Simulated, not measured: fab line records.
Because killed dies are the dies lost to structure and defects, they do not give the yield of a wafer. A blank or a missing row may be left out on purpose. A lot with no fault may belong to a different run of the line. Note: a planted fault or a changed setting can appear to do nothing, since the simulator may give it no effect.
fab line records    flow nand_harc
record: lots: 6  wafers: 18  last_day: 25
route steps=1159 shown P_GATE@170
lots untouched by any fault: they come from a run of this same line in which no faults occurred
start_h: hours from the record's first day to the start of the lot's first wafer shown    wait_h: hours elapsed since this lot's preceding step    " the same as in the row above    L1.1+2: one row covering several wafers at once    - no value, or no start was given    * or withheld: withheld    < > ~ a bound
route shown NAME@n: names a module that has steps shown in the file, with the first one's number in the route    usual: mean/standard deviation of fault-free wafers    same: alike in all rows    chamber/n: place in a boat    sites: per-site readings    _std_site: standard deviation of those values    _edge_site: outer sites' mean less inner sites'    radius_mm: for every site, how far away it sits from the centre of the wafer    mask NAME#n: copy n    behind: the last tool/chamber to shape the wafer    hold: what put the lot on hold/how long, in hours/how the hold closed    device: the transistor (n, p or np) that didn't switch    end of line: tests of these same wafers at the route's end    a step with no rows: only its recipe    killed: at the first sort, the dies lost to defects and structure; wafer yield is something else    map: shows each die of a wafer: x if killed, . if not, _ if none is there
set.NAME: the setting the step ran with; set.NAME@STEP: the setting that earlier step ran with    model.NAME: the simulator's own value behind a step, which no gauge read
a table for each step, a row for each wafer; lots at some steps of the route
services: when a tool's chamber went out of use (start_h, in hours from the record's first day, below 0 if earlier), for how many hours, and the reason
== steps ==
step: NHARC_P_GATE_CD_MEAS_46
recipe: target_cd_nm: 720  landing_energy_ev: 500
usual: cd_nm: 720.0/1.3
lot.wafer  tool       chamber  start_h  wait_h  cd_nm
L900.1     cd_sem-03  0        109.07   -       719.0
L900.2     "          0        "        "       718.8
L900.3     "          0        "        "       718.9
L901.2     cd_sem-03  0        121.45   -       719.3
L901.5     "          0        "        "       718.1
L901.6     "          0        "        "       718.3
L903.3     cd_sem-01  0        127.71   -       721.2
L903.4     "          0        "        "       719.7
L903.6     "          0        "        "       720.0
L918.2     cd_sem-01  0        215.45   -       721.2
L918.4     "          0        "        "       720.4
L918.5     "          0        "        "       721.8
L920.2     cd_sem-01  0        224.18   -       721.8
L920.5     "          0        "        "       721.0
L920.6     "          0        "        "       719.4
L922.1     cd_sem-01  0        233.54   -       719.2
L922.3     "          0        "        "       719.4
L922.6     "          0        "        "       718.1
step: NHARC_P_GATE_HARDBAKE_47
recipe: temp_c: 125  time_s: 80
step: NHARC_P_GATE_DESCUM_48
recipe: time_s: 3  o2_flow_sccm: 200  ar_flow_sccm: 0  bias_power_w: 0  chemistry: O2
usual: drypump_motor_current_A: 5.7/0.38  oes_product_au: 1.000/0.0075  rf_vpp_V: 57.9/0.96  showerhead_plenum_p_Torr: 1.92/0.093  throttle_valve_pct: 11.310/0.0087
lot.wafer  tool         chamber  start_h  wait_h  drypump_motor_current_A  oes_product_au  rf_hours_counter_h  rf_vpp_V  showerhead_plenum_p_Torr  throttle_valve_pct
L900.1     rie_diel-03  2        109.23   -       6.8                      1.001           22                  59.0      1.92                      11.332
L900.3     "            3        "        "       6.4                      1.010           23                  59.1      2.04                      11.316
L900.2     "            0        "        "       5.3                      1.000           23                  56.3      1.79                      11.293
L901.2     rie_diel-03  0        121.63   -       5.2                      0.995           28                  57.8      1.79                      11.309
L901.6     "            3        "        "       6.4                      0.996           -                   58.9      2.04                      11.304
L901.5     "            0        "        "       5.3                      0.982           -                   59.2      1.79                      11.328
L903.4     rie_diel-01  2        127.88   -       5.6                      0.996           30                  58.2      1.81                      11.308
L903.3     "            3        "        "       5.6                      0.994           28                  58.3      2.01                      11.308
L903.6     "            1        "        "       5.7                      0.991           -                   57.6      2.00                      11.295
L918.2     rie_diel-01  0        215.63   -       5.3                      1.010           12                  58.2      1.97                      11.318
L918.4     "            1        "        "       5.7                      0.998           12                  57.1      1.99                      11.311
L918.5     "            2        "        "       5.6                      1.000           -                   57.3      1.81                      11.298
L920.2     rie_diel-01  2        224.35   -       5.5                      0.981           14                  56.9      1.81                      11.293
L920.5     "            1        "        "       5.7                      0.991           -                   57.9      1.99                      11.313
L920.6     "            2        "        "       5.5                      0.986           -                   56.1      1.81                      11.322
L922.3     rie_diel-04  3        233.70   -       6.1                      0.985           45                  57.2      2.02                      11.305
L922.1     "            2        "        "       5.6                      1.000           46                  57.6      1.78                      11.313
L922.6     "            3        "        "       6.0                      1.001           -                   56.7      2.02                      11.307
step: NHARC_P_GATE_IMPLANT_49
recipe: energy_kev: 30  dose_cm2: 3e+15  tilt_deg: 7
step: NHARC_P_GATE_STRIP_111
recipe: power_w: 1500  temp_c: 110  time_s: 250  chemistry: N2/H2
usual: heater_power_w: 88/8.8
same: drypump_motor_current_A: 5.8
lot.wafer  tool             chamber  start_h  wait_h  heater_power_w  rf_hours_counter_h
L900.1     plasma_asher-02  0        110.18   0.8     95              35
L900.2     "                1        "        "       96              35
L900.3     "                0        "        "       94              -
L901.2     plasma_asher-02  0        121.99   0.2     93              38
L901.5     "                0        "        "       95              -
L901.6     "                1        "        "       93              -
L903.4     plasma_asher-02  0        128.34   0.2     93              -
L903.3     "                1        "        "       95              -
L903.6     "                1        "        "       94              -
L918.2     plasma_asher-02  1        216.04   0.2     92              7
L918.4     "                1        "        "       93              -
L918.5     "                1        "        "       93              -
L920.2     plasma_asher-02  0        224.76   0.2     89              9
L920.6     "                1        "        "       93              -
L920.5     "                0        "        "       89              -
L922.1     plasma_asher-02  1        234.13   0.2     91              13
L922.3     "                0        "        "       92              -
L922.6     "                0        "        "       93              -
step: NHARC_P_GATE_STRIP_75
recipe: power_w: 1500  temp_c: 250  chemistry: O2
usual: heater_power_w: 329/33
same: drypump_motor_current_A: 5.8
lot.wafer  tool             chamber  start_h  wait_h  heater_power_w  rf_hours_counter_h
L900.1     plasma_asher-02  0        110.49   0.3     352             35
L900.2     "                1        "        "       347             35
L900.3     "                0        "        "       363             -
L901.2     plasma_asher-02  0        122.29   0.2     356             39
L901.5     "                0        "        "       358             -
L901.6     "                1        "        "       355             -
L903.4     plasma_asher-02  0        128.56   0.2     352             -
L903.3     "                1        "        "       343             -
L903.6     "                1        "        "       357             -
L918.2     plasma_asher-02  1        216.30   0.2     335             7
L918.4     "                1        "        "       347             -
L918.5     "                1        "        "       342             -
L920.2     plasma_asher-02  0        225.02   0.2     338             9
L920.6     "                1        "        "       333             -
L920.5     "                0        "        "       347             -
L922.1     plasma_asher-02  1        234.39   0.2     349             14
L922.3     "                0        "        "       332             -
L922.6     "                0        "        "       340             -
step: NHARC_P_GATE_STRIP_50
recipe: time_s: 900  temp_c: 130  chemistry: SPM
step: NHARC_P_GATE_DEHYDRATE_51
recipe: temp_c: 150  time_s: 120
step: NHARC_P_GATE_HMDS_52
recipe: time_s: 30
step: NHARC_P_GATE_COAT_53
recipe: spin_rpm: 3000
step: NHARC_P_GATE_SOFTBAKE_54
recipe: temp_c: 122  time_s: 95
step: NHARC_P_GATE_EBR_55
step: NHARC_P_GATE_EXPOSE_56
recipe: na: 0.6  target_cd_nm: 720  dose_mj: 14.81  mask_id: P_PSD
usual: exposure_dose_mJ_cm2: 14.811/0.012
lot.wafer  tool            chamber  start_h  wait_h  mask     exposure_dose_mJ_cm2
L900.1     krf_scanner-03  0        111.26   -       P_PSD#0  14.806
L900.2     "               0        "        "       P_PSD#0  14.824
L900.3     "               0        "        "       P_PSD#0  14.804
L901.2     krf_scanner-04  0        123.07   -       P_PSD#0  14.803
L901.5     "               0        "        "       P_PSD#0  14.802
L901.6     "               0        "        "       P_PSD#0  14.793
L903.3     krf_scanner-03  0        129.19   -       P_PSD#0  14.806
L903.4     "               0        "        "       P_PSD#0  14.819
L903.6     "               0        "        "       P_PSD#0  14.810
L918.2     krf_scanner-03  0        216.94   -       P_PSD#0  8.130
L918.4     "               0        "        "       P_PSD#0  8.131
L918.5     "               0        "        "       P_PSD#0  8.112
L920.2     krf_scanner-03  0        225.68   -       P_PSD#0  8.110
L920.5     "               0        "        "       P_PSD#0  8.128
L920.6     "               0        "        "       P_PSD#0  8.135
L922.1     krf_scanner-01  0        235.17   -       P_PSD#0  14.802
L922.3     "               0        "        "       P_PSD#0  14.810
L922.6     "               0        "        "       P_PSD#0  14.810
step: NHARC_P_GATE_PEB_57
recipe: peb_temp_c: 118  peb_time_s: 85
step: NHARC_P_GATE_DEVELOP_58
recipe: time_s: 70
step: NHARC_P_GATE_CD_MEAS_59
recipe: target_cd_nm: 720  landing_energy_ev: 500
usual: cd_nm: 720.6/1.1
lot.wafer  tool       chamber  start_h  wait_h  cd_nm
L900.1     cd_sem-01  0        111.42   -       721.3
L900.2     "          0        "        "       721.9
L900.3     "          0        "        "       721.1
L901.2     cd_sem-03  0        123.22   -       722.6
L901.5     "          0        "        "       719.1
L901.6     "          0        "        "       720.2
L903.3     cd_sem-01  0        129.34   -       720.3
L903.4     "          0        "        "       719.2
L903.6     "          0        "        "       719.7
L918.2     cd_sem-02  0        217.09   -       619.3
L918.4     "          0        "        "       616.4
L918.5     "          0        "        "       617.4
L920.2     cd_sem-03  0        225.83   -       618.9
L920.5     "          0        "        "       616.7
L920.6     "          0        "        "       616.7
L922.1     cd_sem-02  0        235.33   -       720.9
L922.3     "          0        "        "       721.9
L922.6     "          0        "        "       719.5
step: NHARC_P_GATE_HARDBAKE_60
recipe: temp_c: 125  time_s: 80
== services ==
tool             chamber  start_h  hours  kind
plasma_asher-02  -        86.44    1.4    repair
krf_scanner-03   -        89.96    0.7    repair
krf_scanner-03   -        111.33   1.3    repair
rie_diel-04      -        112.24   9.0    pm
krf_scanner-01   -        114.16   1.4    repair
rie_diel-03      3        123.73   5.0    repair
krf_scanner-04   -        126.00   4.0    pm
krf_scanner-01   -        132.95   0.2    repair
krf_scanner-01   -        135.56   1.4    repair
rie_diel-01      -        137.83   9.0    pm
krf_scanner-03   -        168.00   4.0    pm
plasma_asher-02  -        183.00   9.0    pm
plasma_asher-02  0        183.00   9.0    vent_cycle
plasma_asher-02  1        183.00   9.0    vent_cycle
rie_diel-04      -        186.22   1.5    repair
plasma_asher-02  0        192.00   -      clean
rie_diel-04      3        192.49   1.6    repair
krf_scanner-03   -        196.63   1.4    repair
krf_scanner-01   -        197.30   0.6    repair
krf_scanner-04   -        211.44   10.3   repair
krf_scanner-01   -        211.99   10.6   repair
rie_diel-03      -        215.43   9.0    pm
rie_diel-01      0        217.65   4.0    repair
krf_scanner-03   -        226.32   1.1    repair
== key ==
first_sign: step: NHARC_P_GATE_EXPOSE_56  reading: exposure_dose_mJ_cm2  direction: down  sigmas: 99+  usual: 14.811  struck: 8.124
effect: step: NHARC_P_GATE_CD_MEAS_59  reading: cd_nm  direction: down  sigmas: 91  usual: 720.6  struck: 617.6
met_at NHARC_P_GATE_EXPOSE_56
struck_wafers L918.2,L918.4,L918.5,L920.2,L920.5,L920.6
sort_left_out L918.2,L918.4,L918.5,L920.2,L920.5,L920.6
tester_left_out L918,L920
onset_between 129.19 216.94
fault: kind: process_parameter_drift  tool: krf_scanner-03  chamber: -  onset_h: 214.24  steps: NHARC_P_GATE_EXPOSE_56  channel: dose_mj  offset: -6.6823  shape: step  acts_in: these_recipes_only  stated: 14.81
tester_left_out: of these lots the tester's yield and bins aren't shown, on N5 and GAA mostly nor the transistor test; their killed dies are dies lost to structure and defects alone, not to doping, threshold or leakage, so they don't give the yield
sort_left_out: the simulated sort isn't trusted on such a fault, so these wafers' sort isn't shown, and their yield isn't known
